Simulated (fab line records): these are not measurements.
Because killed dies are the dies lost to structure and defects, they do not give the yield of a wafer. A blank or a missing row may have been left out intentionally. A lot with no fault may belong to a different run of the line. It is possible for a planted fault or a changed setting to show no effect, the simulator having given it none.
Lot-split experiment :: flow n5 finfet :: 39 wafers read across 7 lots, on a route 1938 steps long

== SPLIT DETAILS ==
At N5_SD_EPI_N_EPI_21 (deposits Si:P, time 690 s), the setting temp c was moved away from the recipe's 680 C on 12 of the 39 wafers read, by -0.8% to +0.6%. All remaining wafers had this setting at the recipe value.

== FROM THE SPLIT TO THE READING: what the file shows between them, 9 steps ==
- N5_SD_EPI_N_PRECLEAN_24: cleans in O3/DIW, time 60 s
- N5_SD_EPI_N_SRD_25: time 30 s
- N5_SD_EPI_N_PRECLEAN_49: cleans in NF3:NH3, afs cycles 1, time 20 s, sublimation time 60 s
- N5_SD_EPI_P_EPI_21: deposits SiGe:B, time 355 s
- N5_SD_EPI_P_HM_STRIP_48: strips SiNx in H3PO4, material SiNx, target depth 3 nm
- N5_SD_EPI_P_SRD_49: time 30 s
- N5_SD_EPI_P_PRECLEAN_24: cleans in O3/DIW, time 45 s
- N5_SD_ACTIVATION_RTA_00: time 0 s
- N5_SD_ACTIVATION_LSA_01: time 0.0008 s

== THE READING ==
RS_SD_N (ohm/sq), read at N5_SD_ACTIVATION_RS_MEAS_03 with a four-point probe. Typical for fault-free wafers on this fab line: 21.85 ohm/sq, with standard deviation 0.29 ohm/sq.

wafer: L075.1
tool, chamber at the split: epi rpcvd-01, 0
temp c as run, C: 680
against the recipe: recipe
RS_SD_N, ohm/sq: 21.48
against lot-mates on the recipe: -

wafer: L075.2
tool, chamber at the split: epi rpcvd-01, 0
temp c as run, C: 680
against the recipe: recipe
RS_SD_N, ohm/sq: 21.64
against lot-mates on the recipe: -

wafer: L075.3
tool, chamber at the split: epi rpcvd-01, 0
temp c as run, C: 680
against the recipe: recipe
RS_SD_N, ohm/sq: 21.65
against lot-mates on the recipe: -

wafer: L075.4
tool, chamber at the split: epi rpcvd-01, 0
temp c as run, C: 680
against the recipe: recipe
RS_SD_N, ohm/sq: 21.57
against lot-mates on the recipe: -

wafer: L075.5
tool, chamber at the split: epi rpcvd-01, 0
temp c as run, C: 680
against the recipe: recipe
RS_SD_N, ohm/sq: 21.81
against lot-mates on the recipe: -

wafer: L075.6
tool, chamber at the split: epi rpcvd-01, 0
temp c as run, C: 680
against the recipe: recipe
RS_SD_N, ohm/sq: 21.64
against lot-mates on the recipe: -

wafer: L079.1
tool, chamber at the split: epi rpcvd-01, 0
temp c as run, C: 676.7
against the recipe: -0.5%
RS_SD_N, ohm/sq: 22.78
against lot-mates on the recipe: +0.98

wafer: L079.2
tool, chamber at the split: epi rpcvd-01, 0
temp c as run, C: 680
against the recipe: recipe
RS_SD_N, ohm/sq: 21.72
against lot-mates on the recipe: -

wafer: L079.3
tool, chamber at the split: epi rpcvd-01, 0
temp c as run, C: 676.7
against the recipe: -0.5%
RS_SD_N, ohm/sq: 22.99
against lot-mates on the recipe: +1.19

wafer: L079.4
tool, chamber at the split: epi rpcvd-01, 0
temp c as run, C: 680
against the recipe: recipe
RS_SD_N, ohm/sq: 21.52
against lot-mates on the recipe: -

wafer: L079.5
tool, chamber at the split: epi rpcvd-01, 0
temp c as run, C: 680
against the recipe: recipe
RS_SD_N, ohm/sq: 22.15
against lot-mates on the recipe: -

wafer: L079.6
tool, chamber at the split: epi rpcvd-01, 0
temp c as run, C: 676.7
against the recipe: -0.5%
RS_SD_N, ohm/sq: 23.33
against lot-mates on the recipe: +1.53

wafer: L085.1
tool, chamber at the split: epi rpcvd-01, 0
temp c as run, C: 680
against the recipe: recipe
RS_SD_N, ohm/sq: 22.37
against lot-mates on the recipe: -

wafer: L085.4
tool, chamber at the split: epi rpcvd-01, 0
temp c as run, C: 680
against the recipe: recipe
RS_SD_N, ohm/sq: 22.50
against lot-mates on the recipe: -

wafer: L085.5
tool, chamber at the split: epi rpcvd-01, 0
temp c as run, C: 680
against the recipe: recipe
RS_SD_N, ohm/sq: 22.53
against lot-mates on the recipe: -

wafer: L088.1
tool, chamber at the split: epi rpcvd-03, 0
temp c as run, C: 680
against the recipe: recipe
RS_SD_N, ohm/sq: 22.17
against lot-mates on the recipe: -

wafer: L088.2
tool, chamber at the split: epi rpcvd-03, 0
temp c as run, C: 680
against the recipe: recipe
RS_SD_N, ohm/sq: 21.85
against lot-mates on the recipe: -

wafer: L088.3
tool, chamber at the split: epi rpcvd-03, 0
temp c as run, C: 680
against the recipe: recipe
RS_SD_N, ohm/sq: 22.06
against lot-mates on the recipe: -

wafer: L088.4
tool, chamber at the split: epi rpcvd-03, 0
temp c as run, C: 684.1
against the recipe: +0.6%
RS_SD_N, ohm/sq: 20.36
against lot-mates on the recipe: -1.67

wafer: L088.5
tool, chamber at the split: epi rpcvd-03, 0
temp c as run, C: 684.1
against the recipe: +0.6%
RS_SD_N, ohm/sq: 20.34
against lot-mates on the recipe: -1.69

wafer: L088.6
tool, chamber at the split: epi rpcvd-03, 0
temp c as run, C: 684.1
against the recipe: +0.6%
RS_SD_N, ohm/sq: 20.06
against lot-mates on the recipe: -1.97

wafer: L089.1
tool, chamber at the split: epi rpcvd-02, 0
temp c as run, C: 680
against the recipe: recipe
RS_SD_N, ohm/sq: 21.67
against lot-mates on the recipe: -

wafer: L089.2
tool, chamber at the split: epi rpcvd-02, 0
temp c as run, C: 674.8
against the recipe: -0.8%
RS_SD_N, ohm/sq: 23.36
against lot-mates on the recipe: +1.70

wafer: L089.3
tool, chamber at the split: epi rpcvd-02, 0
temp c as run, C: 674.8
against the recipe: -0.8%
RS_SD_N, ohm/sq: 23.48
against lot-mates on the recipe: +1.82

wafer: L089.4
tool, chamber at the split: epi rpcvd-02, 0
temp c as run, C: 680
against the recipe: recipe
RS_SD_N, ohm/sq: 21.73
against lot-mates on the recipe: -

wafer: L089.5
tool, chamber at the split: epi rpcvd-02, 0
temp c as run, C: 674.8
against the recipe: -0.8%
RS_SD_N, ohm/sq: 23.51
against lot-mates on the recipe: +1.85

wafer: L089.6
tool, chamber at the split: epi rpcvd-02, 0
temp c as run, C: 680
against the recipe: recipe
RS_SD_N, ohm/sq: 21.58
against lot-mates on the recipe: -

wafer: L094.1
tool, chamber at the split: epi rpcvd-01, 0
temp c as run, C: 684.2
against the recipe: +0.6%
RS_SD_N, ohm/sq: 20.60
against lot-mates on the recipe: -0.83

wafer: L094.2
tool, chamber at the split: epi rpcvd-01, 0
temp c as run, C: 684.2
against the recipe: +0.6%
RS_SD_N, ohm/sq: 20.12
against lot-mates on the recipe: -1.31

wafer: L094.3
tool, chamber at the split: epi rpcvd-01, 0
temp c as run, C: 684.2
against the recipe: +0.6%
RS_SD_N, ohm/sq: 20.10
against lot-mates on the recipe: -1.33

wafer: L094.4
tool, chamber at the split: epi rpcvd-01, 0
temp c as run, C: 680
against the recipe: recipe
RS_SD_N, ohm/sq: 21.37
against lot-mates on the recipe: -

wafer: L094.5
tool, chamber at the split: epi rpcvd-01, 0
temp c as run, C: 680
against the recipe: recipe
RS_SD_N, ohm/sq: 21.73
against lot-mates on the recipe: -

wafer: L094.6
tool, chamber at the split: epi rpcvd-01, 0
temp c as run, C: 680
against the recipe: recipe
RS_SD_N, ohm/sq: 21.19
against lot-mates on the recipe: -

wafer: L097.1
tool, chamber at the split: epi rpcvd-01, 0
temp c as run, C: 680
against the recipe: recipe
RS_SD_N, ohm/sq: 21.74
against lot-mates on the recipe: -

wafer: L097.2
tool, chamber at the split: epi rpcvd-01, 0
temp c as run, C: 680
against the recipe: recipe
RS_SD_N, ohm/sq: 21.80
against lot-mates on the recipe: -

wafer: L097.3
tool, chamber at the split: epi rpcvd-01, 0
temp c as run, C: 680
against the recipe: recipe
RS_SD_N, ohm/sq: 21.79
against lot-mates on the recipe: -

wafer: L097.4
tool, chamber at the split: epi rpcvd-01, 0
temp c as run, C: 680
against the recipe: recipe
RS_SD_N, ohm/sq: 21.58
against lot-mates on the recipe: -

wafer: L097.5
tool, chamber at the split: epi rpcvd-01, 0
temp c as run, C: 680
against the recipe: recipe
RS_SD_N, ohm/sq: 21.51
against lot-mates on the recipe: -

wafer: L097.6
tool, chamber at the split: epi rpcvd-01, 0
temp c as run, C: 680
against the recipe: recipe
RS_SD_N, ohm/sq: 22.33
against lot-mates on the recipe: -

FIT RESULTS
A straight line over all 39 wafers: RS_SD_N changes by -2.39 ohm/sq for each +1% of temp c; r = -0.94; the points scatter about the line by 0.31 ohm/sq.
The same after taking each lot's own level away (the mean of its wafers on the recipe; 39 wafers): -2.4 ohm/sq for each +1%; r = -0.97; scatter 0.23 ohm/sq.
The reading moves by 1.8 ohm/sq for the largest change in temp c, on that fit.
From 21.430 to 22.467 ohm/sq: that is the span of the lots' own levels, equal to 3.6 times the standard deviation above.
The two slopes agree, so the slope changes little with the lot-to-lot level.
Check: with one of the wafers moved furthest among these (-0.8%) left out of the fit, the line predicts +1.86 ohm/sq for it against its lot-mates. Against them it came out at +1.7 ohm/sq.

== ADDITIONAL SPLITS CARRIED BY THESE WAFERS ==
Before the reading, these wafers also passed through other splits. Each is held against what the fit with the lots' levels taken away leaves over:
other split on the same wafers: N5_PMOS_HMC_CHANNEL_EPI_EPI_20 temp c
wafers away from the commonest value: 12
r with RS_SD_N (lot level and that fit taken away): +0.11

other split on the same wafers: N5_DUMMY_GATE_EXPOSE_12 dose mj
wafers away from the commonest value: 9
r with RS_SD_N (lot level and that fit taken away): -0.43

other split on the same wafers: N5_DUMMY_GATE_ETCH_37 source w
wafers away from the commonest value: 18
r with RS_SD_N (lot level and that fit taken away): +0.02

== THE WHOLE CHAIN: every reading that the file lists as answering this split, in the file's order ==
step: N5_SD_EPI_N_EPI_21
what it does: deposits Si:P, time 690 s
reading: Si-P_of_SD_EPI_N_EPI_21.thk nm (the simulator's own value, which no gauge read)
change (the file's fit): +7.1 nm for each +1% of the setting
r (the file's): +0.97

step: N5_SD_EPI_N_PRECLEAN_24
what it does: cleans in O3/DIW, time 60 s
reading: Si-P_of_SD_EPI_N_EPI_21.thk nm (the simulator's own value, which no gauge read)
change (the file's fit): +6.99 nm for each +1% of the setting
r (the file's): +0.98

step: N5_SD_EPI_P_HM_STRIP_48
what it does: strips SiNx in H3PO4, material SiNx, target depth 3 nm
reading: Si-P_of_SD_EPI_N_EPI_21.thk nm (the simulator's own value, which no gauge read)
change (the file's fit): +6.92 nm for each +1% of the setting
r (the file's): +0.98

step: N5_SD_ACTIVATION_RS_MEAS_03
what it does: measures by four-point-probe
reading: RS_SD_N
change (the file's fit): -2.4 for each +1% of the setting
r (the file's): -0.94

== THE FILE'S OWN FIT ==
RS_SD_N changes by -2.4 ohm/sq for each +1% of temp c, r = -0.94.
